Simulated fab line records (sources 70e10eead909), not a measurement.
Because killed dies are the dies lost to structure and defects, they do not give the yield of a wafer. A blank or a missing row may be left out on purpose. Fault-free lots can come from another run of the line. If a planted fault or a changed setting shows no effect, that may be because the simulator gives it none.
fab line records | flow nandHarc
[record] lots = 13 wafers = 39 lastDay = 24
route steps=1159 shown A_BLC@986 THIN_TSV@1133 END@1159
lots with no fault: from the same line, run without faults
startH: hours from the record's opening day to when the first of the lot's shown wafers began | waitH: time in hours since the lot's previous step | " the same as in the row above | L1.1+2: several wafers, shown together as one row | - no value, or no start given | * or withheld: withheld | < > ~ a bound
route shown NAME@n: a module of which the file shows steps, and the number in the route of the first | usual: mean/standard deviation of fault-free wafers | same: alike in all rows | chamber/n: place in a boat | sites: each site's reading | _std_site: standard deviation of those values | _edge_site: outer sites' mean less inner sites' | radiusMm: for every site, how far away it sits from the centre of the wafer | mask NAME#n: copy n | behind: tool/chamber where the wafer was last shaped | hold: why the lot was held/for how many hours/how that ended | device: transistor that didn't switch, given as n, p or np | end of line: the route-end tests of the same wafers | a step with no rows: only its recipe | killed: count of dies lost to structure and defects at first sort (not the wafer's yield) | map: dies across one wafer; x = killed, . = not, _ = none there
set.NAME: the setting the step ran with; set.NAME@STEP: the setting that earlier step ran with | model.NAME: the simulator's own value behind a step, which no gauge read
a sample of lots followed through the steps of the route, with each step as a table and each wafer as a row
services: a tool's chamber out of use, with start hour (startH, from the record's first day; less than 0 if before it), hours out, and reason
[[steps]]
[step NHARC_A_BLC_PRE_CLEAN_31]
[recipe] timeS = 15 biasV = 250 gas = Ar
[usual] biasV = 250.5/2.5
// columns lot.wafer tool chamber startH waitH biasV
L388.1 pvdSputter-01 - 386.00 - 249.4
L388.3 " - " " 248.4
L388.2 " - " " 250.4
L389.2 pvdSputter-01 - 395.16 - 250.9
L389.4 " - " " 251.6
L389.1 " - " " 244.5
L391.4 pvdSputter-03 - 403.64 - 252.8
L391.3 " - " " 253.7
L391.6 " - " " 252.6
L390.3 pvdSputter-02 - 404.38 - 253.0
L390.1 " - " " 251.2
L390.6 " - " " 247.9
L392.3 pvdSputter-01 - 429.42 - 246.1
L392.2 " - " " 250.6
L392.6 " - " " 251.9
L394.4 pvdSputter-01 - 434.78 - 252.4
L394.1 " - " " 248.3
L394.6 " - " " 251.2
L396.1 pvdSputter-02 - 458.61 - 248.0
L396.4 " - " " 252.3
L396.5 " - " " 249.3
L399.1 pvdSputter-01 - 472.40 - 245.9
L399.3 " - " " 252.0
L399.4 " - " " 246.8
L401.4 pvdSputter-01 - 475.29 - 248.9
L401.5 " - " " 249.7
L401.6 " - " " 253.3
L403.2 pvdSputter-03 - 476.76 - 252.3
L403.3 " - " " 253.3
L403.6 " - " " 250.8
L406.1 pvdSputter-03 - 478.67 - 249.3
L406.3 " - " " 251.3
L406.2 " - " " 252.2
L407.2 pvdSputter-03 - 499.25 - 251.7
L407.6 " - " " 253.1
L407.5 " - " " 251.5
L410.4 pvdSputter-02 - 514.16 - 249.8
L410.6 " - " " 251.9
L410.5 " - " " 253.4
[step NHARC_THIN_TSV_CMP_21]
[recipe] tOverpolishS = 30 targetThkNm = 2000
[usual] motorCurrentA = 11.8/1.3 overpolishRunS = 29.999/0.0087 retainingRingPressureFrac = 1.000/0.0051
// columns lot.wafer tool chamber startH waitH motorCurrentA overpolishRunS retainingRingPressureFrac
L388.2 cmp-03 3 423.32 - 13.1 29.995 0.992
L388.3 " 0 " " 12.8 29.990 0.991
L388.1 " 2 " " 10.4 29.990 1.012
L389.4 cmp-02 3 432.27 - 9.4 30.001 1.005
L389.2 " 0 " " 11.1 29.977 1.009
L389.1 " 1 " " 13.8 30.010 0.996
L391.3 cmp-02 1 439.30 - 14.4 30.000 1.005
L391.4 " 3 " " 9.1 29.989 1.001
L391.6 " 1 " " 13.8 30.000 1.002
L390.1 cmp-02 0 440.41 - 11.7 29.994 1.002
L390.3 " 2 " " 12.2 29.983 1.002
L390.6 " 1 " " 13.9 29.994 0.998
L392.3 cmp-01 0 460.47 - 10.8 30.000 1.001
L392.2 " 1 " " 11.0 29.983 0.997
L392.6 " 2 " " 11.4 30.014 1.006
L394.1 cmp-02 0 470.82 - 11.3 30.008 0.996
L394.4 " 1 " " 13.7 30.021 0.995
L394.6 " 3 " " 9.1 30.008 1.001
L396.1 cmp-01 1 490.09 - 11.5 29.992 1.000
L396.4 " 0 " " 11.0 29.991 1.008
L396.5 " 1 " " 11.4 29.995 0.988
L399.3 cmp-03 1 505.59 - 13.7 30.013 0.997
L399.4 " 2 " " 10.8 30.003 1.003
L399.1 " 0 " " 12.4 29.999 1.000
L401.4 cmp-02 3 506.36 - 9.8 30.001 0.990
L401.6 " 1 " " 13.9 30.008 1.006
L401.5 " 2 " " 12.3 29.996 0.999
L403.3 cmp-03 2 508.42 - 10.7 29.990 0.996
L403.2 " 1 " " 12.9 30.007 1.005
L403.6 " 2 " " 11.0 29.999 1.000
L406.1 cmp-01 1 510.45 - 11.1 30.001 1.005
L406.3 " 3 " " 10.1 30.001 1.011
L406.2 " 0 " " 11.5 30.006 1.003
L407.2 cmp-02 3 534.20 - 10.1 30.003 1.008
L407.5 " 2 " " 11.3 30.006 1.003
L407.6 " 3 " " 9.4 29.992 1.004
L410.4 cmp-03 0 553.45 - 12.7 30.002 1.001
L410.6 " 1 " " 13.8 29.994 1.010
L410.5 " 2 " " 11.5 29.995 0.994
[step NHARC_THIN_TSV_PRE_CLEAN_54]
[recipe] timeS = 30 tempC = 280 gas = H2/He
[usual] heaterPowerW = 405/41
// columns lot.wafer tool chamber startH waitH heaterPowerW
L388.1 pvdSputter-03 - 423.85 0.1 406
L388.2 " - " " 378
L388.3 " - " " 360
L389.1 pvdSputter-01 - 432.77 0.0 420
L389.2 " - " " 428
L389.4 " - " " 309
L391.4 pvdSputter-02 - 439.84 0.0 486
L391.3 " - " " 414
L391.6 " - " " 440
L390.1 pvdSputter-03 - 440.95 0.1 432
L390.3 " - " " 405
L390.6 " - " " 362
L392.3 pvdSputter-02 - 460.96 0.0 419
L392.2 " - " " 434
L392.6 " - " " 480
L394.4 pvdSputter-03 - 471.32 0.0 388
L394.1 " - " " 353
L394.6 " - " " 411
L396.4 pvdSputter-03 - 490.63 0.0 426
L396.1 " - " " 361
L396.5 " - " " 432
L399.4 pvdSputter-02 - 506.13 0.1 432
L399.1 " - " " 467
L399.3 " - " " 421
L401.4 pvdSputter-02 - 506.86 0.1 474
L401.6 " - " " 419
L401.5 " - " " 376
L403.2 pvdSputter-01 - 508.96 0.1 420
L403.3 " - " " 432
L403.6 " - " " 310
L406.1 pvdSputter-01 - 510.99 0.0 418
L406.3 " - " " 431
L406.2 " - " " 308
L407.2 pvdSputter-03 - 534.72 0.1 435
L407.6 " - " " 372
L407.5 " - " " 349
L410.4 pvdSputter-02 - 553.93 0.1 422
L410.6 " - " " 433
L410.5 " - " " 458
[step NHARC_THIN_TSV_ETCH_59]
[recipe] targetDepthA = 8800 icpW = 900 biasW = 100 Cl2_flow_sccm = 60 bcl3FlowSccm = 30 timeS = 138.1 chemistry = Cl2/BCl3
[usual] drypumpMotorCurrentA = 5.67/0.27 oesProductAu = 0.999/0.013 rfFwdPowerW = 895/3.3 throttleValvePct = 22.264/0.0091
// columns lot.wafer tool chamber startH waitH drypumpMotorCurrentA oesProductAu rfFwdPowerW rfHoursCounterH throttleValvePct
L388.2 rieMetal-03 0 425.20 0.1 5.76 1.018 890 3.5 22.254
L388.1 " 1 " " 5.35 1.009 895 3.5 22.256
L388.3 " 0 " " 5.75 1.003 896 - 22.281
L389.1 rieMetal-01 0 434.13 0.1 5.42 0.995 892 2.9 22.250
L389.2 " 1 " " 6.08 0.980 893 2.9 22.263
L389.4 " 1 " " 6.07 0.981 893 - 22.252
L391.4 rieMetal-02 1 441.26 0.1 5.57 1.012 892 - 22.266
L391.3 " 0 " " 5.98 1.005 895 - 22.260
L391.6 " 1 " " 5.55 1.012 890 - 22.261
L390.1 rieMetal-03 1 442.30 0.1 5.33 1.020 895 4.1 22.267
L390.3 " 1 " " 5.31 1.015 895 - 22.255
L390.6 " 1 " " 5.33 1.019 892 - 22.247
L392.2 rieMetal-02 1 462.36 0.2 5.57 1.019 899 2.1 22.270
L392.3 " 1 " " 5.56 1.014 900 - 22.268
L392.6 " 0 " " 5.97 1.008 893 - 22.270
L394.1 rieMetal-03 1 472.72 0.1 5.38 0.984 893 0.2 22.275
L394.4 " 1 " " 5.35 0.978 893 - 22.260
L394.6 " 0 " " 5.75 1.006 891 - 22.256
L396.1 rieMetal-01 1 491.87 0.1 6.05 0.984 896 4.4 22.253
L396.4 " 0 " " 5.42 1.013 899 - 22.262
L396.5 " 0 " " 5.42 0.998 900 - 22.267
L399.1 rieMetal-03 1 507.35 0.1 5.31 0.990 892 1.3 22.283
L399.3 " 1 " " 5.31 0.984 889 - 22.268
L399.4 " 0 " " 5.77 1.014 896 - 22.273
L401.4 rieMetal-01 0 508.13 0.2 5.42 1.008 900 - 22.253
L401.6 " 0 " " 5.43 1.002 902 - 22.270
L401.5 " 1 " " 6.08 0.977 893 - 22.261
L403.2 rieMetal-02 0 510.36 0.1 5.96 1.014 895 3.3 22.254
L403.3 " 0 " " 5.97 1.020 891 - 22.257
L403.6 " 0 " " 5.99 1.013 891 - 22.272
L406.1 rieMetal-02 1 512.36 0.1 5.56 1.002 893 4.4 22.275
L406.2 " 0 " " 6.00 1.005 897 3.5 22.260
L406.3 " 0 " " 5.99 1.008 892 - 22.257
L407.2 rieMetal-03 1 536.12 0.1 5.33 0.988 892 2.1 22.282
L407.6 " 0 " " 5.74 1.016 893 - 22.268
L407.5 " 1 " " 5.35 0.991 895 - 22.261
L410.4 rieMetal-02 1 555.25 0.2 5.56 1.008 895 - 22.260
L410.5 " 0 " " 5.98 0.995 894 - 22.270
L410.6 " 1 " " 5.58 0.994 898 - 22.259
[step NHARC_END_SORT_01]
[recipe] tempC = 25
[usual] killedAtArray = 26/8.4 killedAtOther = 0.7/0.97 killedAtPeriphery = 3.2/2.2 killedDies = 30/8.5 killedOpen = 3.4/2 killedShort = 2/1.3
[same] grossDies = 677
// columns lot.wafer tool chamber startH waitH killedAtArray killedAtOther killedAtPeriphery killedDies killedOpen killedShort
L388.1 prober-02 0 433.65 2.5 20 1 3 24 3 2
L388.2 prober-02 0 434.43 2.8 21 0 1 22 2 1
L388.3 prober-02 0 435.22 3.1 12 1 2 15 2 2
L389.1 prober-02 0 441.74 2.5 26 3 1 30 2 2
L389.2 prober-02 0 442.54 2.8 25 2 2 29 3 1
L389.4 prober-02 0 444.13 3.4 22 0 4 26 1 2
L390.1 prober-01 0 457.36 2.5 15 0 0 15 1 4
L390.3 prober-01 0 458.93 3.1 26 0 0 26 7 2
L390.6 prober-01 0 461.29 3.9 23 0 1 24 4 5
L391.3 prober-02 0 459.02 3.1 38 2 8 48 5 3
L391.4 prober-02 0 459.83 3.4 23 2 7 32 1 2
L391.6 prober-02 0 461.45 4.1 37 1 3 41 3 3
L392.2 prober-01 0 471.92 2.8 20 1 2 23 1 3
L392.3 prober-01 0 472.72 3.1 8 0 3 11 1 1
L392.6 prober-01 0 475.15 4.0 16 0 5 21 5 1
L394.1 prober-02 0 482.36 2.4 29 2 1 32 2 0
L394.4 prober-02 0 484.74 3.4 31 0 3 34 2 1
L394.6 prober-02 0 486.33 4.0 21 2 3 26 2 3
L396.1 prober-02 0 505.30 2.5 23 0 1 24 0 1
L396.4 prober-02 0 507.68 3.4 26 0 2 28 4 3
L396.5 prober-02 0 508.47 3.7 27 0 3 30 5 2
L399.1 prober-02 0 520.81 2.5 102 0 3 105 2 0
L399.3 prober-02 0 522.40 3.1 107 0 0 107 2 1
L399.4 prober-02 0 523.20 3.4 88 1 2 91 2 0
L401.4 prober-01 0 523.43 3.4 89 1 2 92 4 3
L401.5 prober-01 0 524.23 3.7 91 0 2 93 4 2
L401.6 prober-01 0 525.04 4.0 83 0 4 87 4 1
L406.1 prober-01 0 528.83 2.5 22 0 2 24 3 0
L406.2 prober-01 0 529.64 2.8 19 0 4 23 3 1
L406.3 prober-01 0 530.44 3.1 31 0 4 35 2 6
L403.2 prober-02 0 529.40 2.8 14 0 2 16 4 1
L403.3 prober-02 0 530.20 3.1 7 2 8 17 4 2
L403.6 prober-02 0 532.60 4.0 9 1 3 13 4 2
L407.2 prober-01 0 549.98 2.8 41 0 1 42 6 1
L407.5 prober-01 0 552.39 3.7 27 1 2 30 3 1
L407.6 prober-01 0 553.19 4.0 36 1 1 38 4 1
L410.4 prober-02 0 565.95 3.4 42 1 2 45 4 1
L410.5 prober-02 0 566.76 3.7 43 0 2 45 2 5
L410.6 prober-02 0 567.57 4.0 33 1 2 36 2 1
// killed by level:class
L388.1 A_SLIT:chamberFilmFlake=8 A_CONTACT:chamberFilmFlake=7 P_STI:geometricParticle:short=1 P_CONTACT:geometricParticle:open=1 A_CHANNEL_HOLE_D1:geometricParticle:short=1 A_WL_FILL:geometricParticle:open=1 A_CONTACT:geometricParticle:open=1 P_M1:chamberFilmFlake=1
L388.2 A_SLIT:chamberFilmFlake=8 A_CHANNEL_HOLE_D1:chamberFilmFlake=5 A_CONTACT:chamberFilmFlake=5 P_CONTACT:geometricParticle:open=1 A_CHANNEL_HOLE_D1:geometricParticle:short=1 A_M1:geometricParticle:open=1 A_STAIRCASE:chamberFilmFlake=1
L388.3 A_CHANNEL_HOLE_D1:chamberFilmFlake=3 A_SLIT:chamberFilmFlake=3 A_CONTACT:chamberFilmFlake=3 P_STI:geometricParticle:open=1 P_M1:geometricParticle:open=1 A_CHANNEL_HOLE_D1:geometricParticle:short=1 A_CONTACT:geometricParticle:short=1 A_WL_FILL:chamberFilmFlake=1
L389.1 A_CHANNEL_HOLE_D1:chamberFilmFlake=11 A_SLIT:chamberFilmFlake=6 A_CONTACT:chamberFilmFlake=5 THIN_TSV:chamberFilmFlake=2 A_ONON_D1:geometricParticle:short=1 A_WL_FILL:geometricParticle:open=1 A_M0:geometricParticle:open=1 P_M1:chamberFilmFlake=1
L389.2 A_CHANNEL_HOLE_D1:chamberFilmFlake=11 A_SLIT:chamberFilmFlake=5 A_CONTACT:chamberFilmFlake=3 P_M1:chamberFilmFlake=2 A_STAIRCASE:chamberFilmFlake=2 A_WL_FILL:geometricParticle:open=1 A_WL_FILL:geometricParticle:short=1 A_BLC:geometricParticle:open=1
L389.4 A_CHANNEL_HOLE_D1:chamberFilmFlake=9 A_SLIT:chamberFilmFlake=6 A_CONTACT:chamberFilmFlake=4 P_M1:chamberFilmFlake=3 A_CHANNEL_FILL_D1:geometricParticle:short=1 A_M1:geometricParticle:open=1 A_M1:geometricParticle:short=1 P_STI:chamberFilmFlake=1
L390.1 A_WL_FILL:geometricParticle:short=2 A_CHANNEL_HOLE_D1:chamberFilmFlake=2 A_SLIT:chamberFilmFlake=2 A_WL_FILL:chamberFilmFlake=2 A_BONDPAD:chamberFilmFlake=2 A_ONON_D1:geometricParticle:short=1 A_CHANNEL_FILL_D1:geometricParticle:short=1 A_WL_FILL:geometricParticle:open=1
L390.3 A_CONTACT:geometricParticle:open=4 A_CHANNEL_FILL_D1:chamberFilmFlake=4 A_SLIT:chamberFilmFlake=3 A_CONTACT:chamberFilmFlake=3 A_CHANNEL_HOLE_D1:chamberFilmFlake=2 A_STAIRCASE:chamberFilmFlake=2 A_SOURCE_PLATE:geometricParticle:short=1 A_ONON_D1:geometricParticle:open=1
L391.3 A_CHANNEL_HOLE_D1:chamberFilmFlake=13 A_ZERO_WELL:chamberFilmFlake=6 A_CONTACT:chamberFilmFlake=6 P_M1:chamberFilmFlake=5 A_STAIRCASE:chamberFilmFlake=3 A_M0:geometricParticle:open=2 A_SLIT:chamberFilmFlake=2 THIN_TSV:chamberFilmFlake=2
L391.4 P_M1:chamberFilmFlake=6 A_CHANNEL_HOLE_D1:chamberFilmFlake=6 A_CONTACT:chamberFilmFlake=5 A_WL_FILL:chamberFilmFlake=4 A_CHANNEL_FILL_D1:chamberFilmFlake=3 A_SLIT:chamberFilmFlake=2 THIN_TSV:chamberFilmFlake=2 A_ONON_D1:geometricParticle:open=1
L390.6 A_CHANNEL_FILL_D1:chamberFilmFlake=3 A_CONTACT:chamberFilmFlake=3 A_BONDPAD:chamberFilmFlake=3 A_ONON_D1:geometricParticle:short=2 A_WL_FILL:geometricParticle:short=2 A_CONTACT:geometricParticle:open=2 A_CHANNEL_HOLE_D1:chamberFilmFlake=2 A_SLIT:chamberFilmFlake=2
L391.6 A_CHANNEL_HOLE_D1:chamberFilmFlake=16 A_CONTACT:chamberFilmFlake=5 A_CHANNEL_FILL_D1:chamberFilmFlake=4 P_M1:chamberFilmFlake=3 A_ZERO_WELL:chamberFilmFlake=3 A_WL_FILL:geometricParticle:short=2 A_WL_FILL:chamberFilmFlake=2 A_ONON_D1:geometricParticle:open=1
L392.2 A_SLIT:chamberFilmFlake=6 A_CONTACT:chamberFilmFlake=4 A_BLC:chamberFilmFlake=4 A_CHANNEL_HOLE_D1:chamberFilmFlake=2 P_M0:geometricParticle:short=1 A_ONON_D1:geometricParticle:short=1 A_ONON_D1:geometricParticle:open=1 A_WL_FILL:geometricParticle:short=1
L392.3 A_CHANNEL_HOLE_D1:chamberFilmFlake=3 A_BLC:chamberFilmFlake=3 A_SLIT:chamberFilmFlake=2 P_CONTACT:geometricParticle:open=1 P_M0:geometricParticle:short=1 P_BONDPAD:chamberFilmFlake=1
L392.6 A_SLIT:chamberFilmFlake=8 P_GATE:geometricParticle:open=2 A_CONTACT:geometricParticle:open=2 P_BONDPAD:chamberFilmFlake=2 A_CONTACT:chamberFilmFlake=2 A_BLC:chamberFilmFlake=2 P_CONTACT:geometricParticle:short=1 A_ONON_D1:geometricParticle:open=1
L394.1 A_CHANNEL_HOLE_D1:chamberFilmFlake=20 A_CONTACT:chamberFilmFlake=4 THIN_TSV:chamberFilmFlake=2 A_CONTACT:geometricParticle:open=1 A_M0:geometricParticle:open=1 P_STI:chamberFilmFlake=1 A_STAIRCASE:chamberFilmFlake=1 A_SLIT:chamberFilmFlake=1
L394.4 A_CHANNEL_HOLE_D1:chamberFilmFlake=16 A_CONTACT:chamberFilmFlake=6 A_STAIRCASE:chamberFilmFlake=3 A_SLIT:chamberFilmFlake=2 P_CONTACT:geometricParticle:open=1 A_SOURCE_PLATE:geometricParticle:short=1 A_M1:geometricParticle:open=1 P_STI:chamberFilmFlake=1
L394.6 A_CHANNEL_HOLE_D1:chamberFilmFlake=10 A_ZERO_WELL:chamberFilmFlake=2 A_CONTACT:chamberFilmFlake=2 THIN_TSV:chamberFilmFlake=2 P_GATE:geometricParticle:short=1 A_SOURCE_PLATE:geometricParticle:open=1 A_CHANNEL_HOLE_D1:geometricParticle:short=1 A_CHANNEL_FILL_D1:geometricParticle:short=1
L396.1 A_CHANNEL_HOLE_D1:chamberFilmFlake=17 A_STAIRCASE:chamberFilmFlake=3 A_M0:geometricParticle:short=1 P_STI:chamberFilmFlake=1 A_WL_FILL:chamberFilmFlake=1 A_CONTACT:chamberFilmFlake=1
L396.4 A_CHANNEL_HOLE_D1:chamberFilmFlake=16 A_CHANNEL_FILL_D1:geometricParticle:short=2 P_STI:chamberFilmFlake=2 A_CONTACT:chamberFilmFlake=2 A_ONON_D1:geometricParticle:short=1 A_CHANNEL_HOLE_D1:geometricParticle:open=1 A_CONTACT:geometricParticle:open=1 A_BLC:geometricParticle:open=1
L396.5 A_CHANNEL_HOLE_D1:chamberFilmFlake=16 A_CHANNEL_FILL_D1:geometricParticle:open=3 A_STAIRCASE:chamberFilmFlake=3 P_STI:chamberFilmFlake=2 P_M0:geometricParticle:open=1 A_WL_FILL:geometricParticle:short=1 A_CONTACT:geometricParticle:short=1 A_BLC:geometricParticle:open=1
L399.1 A_BLC:unspecified=77 A_SLIT:chamberFilmFlake=10 A_CHANNEL_HOLE_D1:chamberFilmFlake=4 A_CONTACT:chamberFilmFlake=4 A_STAIRCASE:chamberFilmFlake=3 A_CHANNEL_FILL_D1:chamberFilmFlake=2 P_GATE:geometricParticle:open=1 A_WL_FILL:geometricParticle:open=1
L399.3 A_BLC:unspecified=74 A_SLIT:chamberFilmFlake=17 A_CHANNEL_HOLE_D1:chamberFilmFlake=7 A_STAIRCASE:chamberFilmFlake=3 A_CONTACT:chamberFilmFlake=2 A_CHANNEL_FILL_D1:geometricParticle:open=1 A_WL_FILL:geometricParticle:short=1 A_CONTACT:geometricParticle:open=1
L399.4 A_BLC:unspecified=67 A_SLIT:chamberFilmFlake=9 A_STAIRCASE:chamberFilmFlake=4 A_CHANNEL_FILL_D1:chamberFilmFlake=2 A_CONTACT:chamberFilmFlake=2 A_WL_FILL:geometricParticle:open=1 A_M0:geometricParticle:open=1 P_STI:chamberFilmFlake=1
L401.4 A_BLC:unspecified=73 A_CHANNEL_HOLE_D1:chamberFilmFlake=3 P_CONTACT:geometricParticle:open=2 A_CONTACT:geometricParticle:open=2 A_SLIT:chamberFilmFlake=2 A_CONTACT:chamberFilmFlake=2 A_ONON_D1:geometricParticle:short=1 A_BLC:geometricParticle:short=1
L401.5 A_BLC:unspecified=75 A_STAIRCASE:chamberFilmFlake=4 A_CONTACT:chamberFilmFlake=2 A_M1:chamberFilmFlake=2 P_GATE:geometricParticle:open=1 P_M0:geometricParticle:open=1 A_ONON_D1:geometricParticle:short=1 A_CHANNEL_FILL_D1:geometricParticle:short=1
L401.6 A_BLC:unspecified=70 A_CHANNEL_HOLE_D1:chamberFilmFlake=3 A_CONTACT:geometricParticle:open=3 A_STAIRCASE:chamberFilmFlake=3 A_CONTACT:chamberFilmFlake=2 P_GATE:geometricParticle:short=1 P_CONTACT:geometricParticle:open=1 P_ZERO_WELL:chamberFilmFlake=1
L406.1 A_CHANNEL_HOLE_D1:chamberFilmFlake=17 P_CONTACT:chamberFilmFlake=2 A_STAIRCASE:chamberFilmFlake=2 A_SOURCE_PLATE:geometricParticle:open=1 A_ONON_D1:geometricParticle:open=1 A_CONTACT:geometricParticle:open=1
L403.2 A_CHANNEL_HOLE_D1:chamberFilmFlake=4 A_CONTACT:chamberFilmFlake=3 A_STAIRCASE:chamberFilmFlake=2 P_GATE:geometricParticle:open=1 A_ONON_D1:geometricParticle:short=1 A_CHANNEL_HOLE_D1:geometricParticle:open=1 A_STAIRCASE:geometricParticle:open=1 A_M0:geometricParticle:open=1
L406.2 A_CHANNEL_HOLE_D1:chamberFilmFlake=13 A_CONTACT:geometricParticle:open=2 P_STI:chamberFilmFlake=2 P_M0:geometricParticle:open=1 A_CONTACT:geometricParticle:short=1 P_CONTACT:chamberFilmFlake=1 A_CHANNEL_FILL_D1:chamberFilmFlake=1 A_STAIRCASE:chamberFilmFlake=1
L403.3 P_STI:chamberFilmFlake=6 P_M2:geometricParticle:open=2 A_STAIRCASE:chamberFilmFlake=2 A_ONON_D1:geometricParticle:open=1 A_CHANNEL_FILL_D1:geometricParticle:short=1 A_STAIRCASE:geometricParticle:open=1 A_CONTACT:chamberFilmFlake=1 STARTING-WAFER:geometricParticle:short=1
L406.3 A_CHANNEL_HOLE_D1:chamberFilmFlake=17 A_STAIRCASE:chamberFilmFlake=3 A_CHANNEL_FILL_D1:geometricParticle:short=2 A_CONTACT:geometricParticle:open=2 P_ZERO_WELL:chamberFilmFlake=2 A_CHANNEL_FILL_D1:chamberFilmFlake=2 A_CONTACT:chamberFilmFlake=2 P_CONTACT:geometricParticle:short=1
L403.6 A_CHANNEL_HOLE_D1:chamberFilmFlake=3 A_STAIRCASE:chamberFilmFlake=2 P_CONTACT:geometricParticle:open=1 P_M0:geometricParticle:open=1 A_CHANNEL_FILL_D1:geometricParticle:short=1 A_CHANNEL_FILL_D1:geometricParticle:open=1 A_CONTACT:geometricParticle:open=1 STARTING-WAFER:geometricParticle:short=1
L407.2 A_SLIT:chamberFilmFlake=15 A_CHANNEL_HOLE_D1:chamberFilmFlake=10 A_CONTACT:chamberFilmFlake=7 A_CONTACT:geometricParticle:open=3 A_M0:chamberFilmFlake=2 P_M2:geometricParticle:open=1 A_SOURCE_PLATE:geometricParticle:open=1 A_WL_FILL:geometricParticle:short=1
L407.5 A_SLIT:chamberFilmFlake=8 A_CHANNEL_HOLE_D1:chamberFilmFlake=6 A_CONTACT:chamberFilmFlake=4 A_M0:chamberFilmFlake=4 P_GATE:chamberFilmFlake=2 A_WL_FILL:geometricParticle:short=1 A_WL_FILL:geometricParticle:open=1 A_CONTACT:geometricParticle:open=1
L407.6 A_SLIT:chamberFilmFlake=14 A_CHANNEL_HOLE_D1:chamberFilmFlake=11 A_CONTACT:chamberFilmFlake=3 A_CONTACT:geometricParticle:open=2 A_M0:chamberFilmFlake=2 A_CHANNEL_HOLE_D1:geometricParticle:open=1 A_WL_FILL:geometricParticle:short=1 STARTING-WAFER:geometricParticle:open=1
L410.4 A_CHANNEL_HOLE_D1:chamberFilmFlake=26 A_CONTACT:chamberFilmFlake=8 A_STAIRCASE:chamberFilmFlake=2 P_M0:geometricParticle:open=1 A_SOURCE_PLATE:geometricParticle:open=1 A_CHANNEL_FILL_D1:geometricParticle:open=1 A_CHANNEL_FILL_D1:geometricParticle:short=1 STARTING-WAFER:geometricParticle:open=1
L410.5 A_CHANNEL_HOLE_D1:chamberFilmFlake=22 A_CONTACT:chamberFilmFlake=12 A_STAIRCASE:chamberFilmFlake=3 P_STI:geometricParticle:open=1 P_STI:geometricParticle:short=1 A_SGD_CUT:geometricParticle:short=1 A_WL_FILL:geometricParticle:short=1 A_CONTACT:geometricParticle:short=1
L410.6 A_CHANNEL_HOLE_D1:chamberFilmFlake=25 A_STAIRCASE:chamberFilmFlake=2 A_CONTACT:chamberFilmFlake=2 A_CHANNEL_FILL_D1:geometricParticle:short=1 P_M2:chamberFilmFlake=1 A_BLC:geometricParticle:open=1 A_M0:geometricParticle:open=1 P_ZERO_WELL:chamberFilmFlake=1
[[services]]
// columns tool chamber startH hours kind
cmp-03 - 375.40 1.6 repair
cmp-03 - 386.95 2.1 repair
rieMetal-02 - 388.00 9.0 pm
pvdSputter-02 - 392.00 10.0 pm
cmp-01 - 392.85 2.6 repair
cmp-01 - 399.01 4.0 pm
cmp-02 - 399.78 2.9 repair
rieMetal-01 - 408.82 1.0 repair
rieMetal-01 - 412.30 0.3 repair
cmp-02 - 423.28 4.0 pm
cmp-03 - 439.62 4.1 repair
rieMetal-03 0 441.57 10.0 repair
cmp-03 - 450.09 4.0 pm
rieMetal-03 - 453.00 9.0 pm
pvdSputter-03 - 458.00 10.0 pm
cmp-03 - 459.69 1.5 repair
cmp-01 - 462.91 4.0 repair
cmp-02 - 473.47 2.3 repair
rieMetal-02 0 480.57 18.5 repair
pvdSputter-01 - 514.02 10.0 pm
cmp-02 - 521.28 4.0 pm
cmp-02 - 541.31 5.3 repair
cmp-03 - 548.09 4.0 pm
cmp-02 - 550.18 1.0 repair
[[key]]
[firstSign] step = NHARC_END_SORT_01 reading = killedAtArray direction = up sigmas = 7.9 usual = 26 struck = 93
[effect] step = NHARC_END_SORT_01 reading = killedDies direction = up sigmas = 7.7 usual = 30 struck = 96
[moreKillsBornAt] NHARC_A_BLC_PRE_CLEAN_31@pvdSputter-01 = 436
metAt NHARC_A_BLC_PRE_CLEAN_31
struckLots L399,L401
testerLeftOut L399,L401
notActingAt NHARC_THIN_TSV_CMP_21,NHARC_THIN_TSV_PRE_CLEAN_54,NHARC_THIN_TSV_ETCH_59
onsetBetween 434.78 472.40
[fault] kind = chamberParticleSource tool = pvdSputter-01 chamber = - onsetH = 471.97 steps = NHARC_A_BLC_PRE_CLEAN_31 ratePerVisitCm2 = 0.44642 endH = 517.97
// testerLeftOut: of these lots the tester's yield and bins aren't shown, on N5 and GAA mostly nor the transistor test; their killed dies are dies lost to structure and defects alone, not to doping, threshold or leakage, so they don't give the yield
